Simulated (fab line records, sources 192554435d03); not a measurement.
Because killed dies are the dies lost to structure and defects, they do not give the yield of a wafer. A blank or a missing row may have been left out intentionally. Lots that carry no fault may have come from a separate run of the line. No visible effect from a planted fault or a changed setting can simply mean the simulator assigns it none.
Comparing a struck lot with a sound one || flow n5-finfet || 37 steps out of a route of 1938
Sound: wafers L695.1, L695.4, L695.5. Struck: wafer L688.3. (L688.6 of the same lot was not struck and is left out.) The cause comes at the end.
At each step with rows: each side's tool, then ch and its chambers, then its first start. Under that, the readings that differ: sound wafers || struck wafers || difference of the means || sigmas: that difference in standard deviations of wafers without a fault.
alike: words and numbers the same on both sides, and readings whose means are apart by under 2 such deviations; not compared: readings that were withheld, readings missing a value for some wafer, numbers with overlapping values and no deviation given by the record, and bounds like >300 which may hide the same value.
Wherever a step has rows on one side only, a row that says differs or no value, or a row with sigmas, the two part there. Numbers that have no deviation but don't overlap get no sigmas and don't part them. Lack of a reading on every wafer of one side parts them only where that side has two or more wafers.

first, 8 steps without rows for these wafers: N5_MOL_CONTACT_COAG_SRD_139 (time 30 s); N5_MOL_CONTACT_COAG_PRE_CLEAN_121; N5_MOL_CONTACT_COAG_CVD_140 (deposits W, target thk 66.5 nm, time 215 s); N5_MOL_CONTACT_COAG_PRECLEAN_127 (cleans in DIW, time 57.5 s); N5_MOL_CONTACT_COAG_SRD_128 (dry time 32 s); N5_MOL_CONTACT_COAG_CMP_52 (polishes, stops on SiO2, t overpolish 1.5 s, target thk 66.5 nm); N5_MOL_CONTACT_COAG_ANNEAL_112 (time 1800 s); N5_BEOL_M0_SAQP_PECVD_00 (deposits SiCN from 3MS/NH3, target thk 8 nm, time 14 s).
N5_BEOL_M0_SAQP_ILD_DEP_01: deposits SiOC from DEMS/O2, target thk 45.419 nm, time 8.7 s.
  sound on pecvd-01 ch 0,2, day 11 06:20; struck on pecvd-04 ch 2, day 9 09:17
{"reading": "throttle-valve-pct (%)", "sound": "13.1 12.2 12.9", "struck": 11.3, "difference": -1.4, "sigmas": -3}
{"reading": "model.SiOC_of_BEOL_M0_SAQP_ILD_DEP_01.thk-nm (nm)", "sound": "44.6 45.8 45.8", "struck": 61.4, "difference": "+16.0", "sigmas": ""}
  alike: heater-power-w, showerhead-plenum-p-Torr
then, 25 steps without rows for these wafers: N5_BEOL_M0_SAQP_HM_DEP_02 (deposits TiN, target thk 12 nm); N5_BEOL_M0_SAQP_PECVD_03 (deposits SiCN from 3MS/NH3, target thk 12 nm, time 21.1 s); N5_BEOL_M0_SAQP_PECVD_96 (deposits a-Si from SiH4/He, target thk 45 nm, time 45.2 s); N5_BEOL_M0_SAQP_PECVD_97 (deposits SiNx from SiH4/NH3/N2, target thk 23 nm, time 19.9 s); N5_BEOL_M0_SAQP_PECVD_04 (deposits a-Si from SiH4/He, target thk 60 nm, time 60.2 s); N5_BEOL_M0_SAQP_HM_DEP_111 (deposits SiO2 from SiH4/N2O, target thk 12 nm, time 7.2 s); N5_BEOL_M0_SAQP_COAT_81 (time 60 s, resist thk 100 nm); N5_BEOL_M0_SAQP_COAT_82 (time 60 s, resist thk 30 nm); N5_BEOL_M0_SAQP_COAT_08 (resist thk 90 nm); N5_BEOL_M0_SAQP_EBR_10; N5_BEOL_M0_SAQP_SOFTBAKE_09 (time 60 s); N5_BEOL_M0_SAQP_EXPOSE_11 (exposes mask M0 CORE, target cd 42 nm); N5_BEOL_M0_SAQP_PEB_12 (peb time 60 s); N5_BEOL_M0_SAQP_DEVELOP_13 (develop time 30 s); N5_BEOL_M0_SAQP_DESCUM_19 (chemistry O2, time 7.9 s); N5_BEOL_M0_SAQP_ETCH_83 (etches SiARC in CF4, target depth 39 nm, time 65 s); N5_BEOL_M0_SAQP_ETCH_84 (etches SOC in N2/H2, target depth 100 nm, overetch 20 nm, time 150 s); N5_BEOL_M0_SAQP_STRIP_80 (strips in N2/H2); N5_BEOL_M0_SAQP_HM_OPEN_112 (chemistry CHF3/O2, target SiO2, stops on a-Si, target depth 12 nm, time 13.5 s); N5_BEOL_M0_SAQP_STRIP_113 (strips in CHF3/O2); N5_BEOL_M0_SAQP_MANDREL_ETCH_20 (etches a-Si in HBr/Cl2, stops on SiNx, target depth 60 nm, bt time 10 s, time 30 s); N5_BEOL_M0_SAQP_STRIP_86 (strips in N2/H2); N5_BEOL_M0_SAQP_STRIP_115 (strips in post etch residue remover, time 60 s); N5_BEOL_M0_SAQP_SRD_93 (time 30 s); N5_BEOL_M0_SAQP_RECESS_114 (chemistry HF/NH3, target SiO2, target depth 14.4 nm, afs cycles 3, sublimation time 60 s).
N5_BEOL_M0_CMP_120: polishes, stops on SiOC, t overpolish 6.9 s.
  sound on cmp-04 ch 0,1,3, day 11 20:53; struck on cmp-04 ch 3, day 10 00:22
{"reading": "model.SiOC_of_BEOL_M0_SAQP_ILD_DEP_01.thk-nm (nm)", "sound": "38.2 39.8 39.6", "struck": 55.4, "difference": "+16.2", "sigmas": ""}
  alike: barrier-field-endpoint-s, motor-current-A, overpolish-run-s, time-to-endpoint-s
N5_BEOL_M0_RS_MEAS_126: uses a four-point probe to measure.
  sound on film-metro-02 at day 11 21:22; struck on film-metro-02 at day 10 01:00
{"reading": "M0_RS (ohm/sq)", "sound": "0.548 0.530 0.539", "struck": 0.371, "difference": -0.168, "sigmas": -8}
-- the record jumps here: 2 days lie between the struck wafers' starts before and after (it left off in module BEOL_M0 and takes up again in module BEOL_M4, whose first step shown is number 1111 of the route) --
N5_BEOL_M4_RC_MEAS_101:
  sound on prober-01 ch 0, day 13 13:51; struck on prober-02 ch 0, day 12 04:12
  alike: DIBL_N, DIBL_P, IOFF_N, IOFF_P, ION_N, ION_P, SS_N, SS_P, VT_N, VT_P

WHERE THEY PART
Last at N5_BEOL_M0_RS_MEAS_126 as far as this record goes, first at N5_BEOL_M0_SAQP_ILD_DEP_01. Later steps at which nothing parts them and some readings are alike: N5_BEOL_M4_RC_MEAS_101.

WHY: what had been put in by the simulator
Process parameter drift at N5_BEOL_M0_SAQP_ILD_DEP_01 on pecvd-04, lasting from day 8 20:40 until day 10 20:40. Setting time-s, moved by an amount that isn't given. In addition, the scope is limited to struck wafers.
